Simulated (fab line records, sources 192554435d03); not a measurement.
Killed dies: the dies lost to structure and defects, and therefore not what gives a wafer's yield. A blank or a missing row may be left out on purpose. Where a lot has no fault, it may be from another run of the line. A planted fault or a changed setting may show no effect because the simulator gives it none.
Which tool is to blame? ; flow n5_finfet ; Sampling: 24 lots, 72 wafers, 2 of 1938 route steps

WHAT EACH GAUGE READ, for each wafer
N5_BEOL_M6_INSPECT_13: inspects for defects (brightfield).
lot;measured;on;raw_defect_count
L075;day 8 23:26;defect_inspect-01;428 376 296
L077;day 9 01:50;defect_inspect-02;439 316 332
L076;day 9 02:19;defect_inspect-02;334 242 386
L074;day 9 11:45;defect_inspect-02;594 509 419
L079;day 9 18:40;defect_inspect-01;323 362 331
L078;day 9 22:10;defect_inspect-01;464 566 413
L080;day 9 23:04;defect_inspect-01;238 340 313
L081;day 10 05:11;defect_inspect-02;459 436 456
L082;day 10 17:43;defect_inspect-02;303 271 300
L083;day 10 23:08;defect_inspect-02;283 314 329
L084;day 11 08:09;defect_inspect-02;393 390 384
L085;day 11 17:29;defect_inspect-02;481 421 455
L086;day 11 17:41;defect_inspect-02;614 541 491
L087;day 12 03:04;defect_inspect-02;384 380 386
L088;day 12 09:41;defect_inspect-02;515 457 437
L089;day 12 13:14;defect_inspect-02;505 490 312
L091;day 12 16:47;defect_inspect-02;378 409 389
L090;day 13 00:26;defect_inspect-02;458 440 360
L092;day 13 07:40;defect_inspect-01;459 515 446
L094;day 13 10:32;defect_inspect-01;312 288 383
L093;day 13 11:42;defect_inspect-01;329 270 325
L095;day 14 01:02;defect_inspect-02;269 490 445
L096;day 14 06:29;defect_inspect-01;356 416 409
L097;day 14 06:44;defect_inspect-01;488 415 562

N5_BEOL_M6_CD_MEAS_28: target cd 40 nm.
lot;measured;on;cd_nm (nm)
L075;day 9 00:22;cd_sem-02;39.42 39.73 39.91
L077;day 9 05:41;cd_sem-03;39.71 39.68 40.14
L076;day 9 05:31;cd_sem-03;40.35 40.21 40.05
L074;day 9 15:37;cd_sem-01;39.92 40.07 39.81
L079;day 9 20:38;cd_sem-03;40.00 40.07 40.01
L078;day 10 00:57;cd_sem-02;40.18 40.68 40.76
L080;day 10 01:04;cd_sem-01;39.79 39.97 39.76
L081;day 10 06:44;cd_sem-01;39.86 40.22 40.21
L082;day 10 20:52;cd_sem-03;39.92 39.50 39.56
L083;day 11 00:10;cd_sem-02;39.89 39.99 40.00
L084;day 11 09:04;cd_sem-02;39.68 39.90 40.08
L085;day 11 18:30;cd_sem-02;39.96 39.88 39.95
L086;day 11 19:58;cd_sem-01;39.96 39.55 39.71
L087;day 12 04:29;cd_sem-03;40.08 40.02 40.29
L088;day 12 12:59;cd_sem-03;40.45 40.44 40.02
L089;day 12 15:04;cd_sem-03;39.95 40.07 40.24
L091;day 12 17:35;cd_sem-01;40.00 40.14 40.20
L090;day 13 04:43;cd_sem-02;39.66 39.72 40.19
L092;day 13 09:16;cd_sem-03;40.28 40.08 40.06
L094;day 13 12:36;cd_sem-01;39.97 40.07 39.36
L093;day 13 12:46;cd_sem-01;39.56 40.35 40.25
L095;day 14 01:58;cd_sem-01;39.64 39.80 39.65
L096;day 14 08:55;cd_sem-03;40.09 39.71 40.03
L097;day 14 08:58;cd_sem-01;39.90 39.49 39.73

WHICH TOOL RAN EACH LOT (tool, then ch and the chambers of the sampled wafers, then the start)
The record shows no process step preceding these readings.

AS READ BY THE TOOLS THEMSELVES (means over the sampled wafers that have a number; for cases with no such wafer, the mark the record gives instead)
The record holds no such reading with a usual standard deviation.

THE ANSWER, worked out from the rows above alone
Rule: the lots themselves supply what counts as usual. The widest of any qualifying gaps counts: lots, ordered by their means at a reading, are off when they make up no more than a third of the lots, leave a main group of 4 or more, and stand apart from it by 3 or more times the standard deviation of that group's means. A main group whose means are all the same, to the digits that the tables above print for the reading, isn't used. Also off: a lot with no number at a reading for which 4 or more lots have one. The other lots that the step has rows for count as sound. Order of review: gauges by route order, followed by the tools' own readings, for which a lot's mean as printed above is used. The first step at which some lot is off is used, and at that step the reading that is off furthest; a lot without a number counts as furthest.
No lot is off on any of the readings shown, so nothing can be concluded from this.

WHAT THE SIMULATOR PUT IN
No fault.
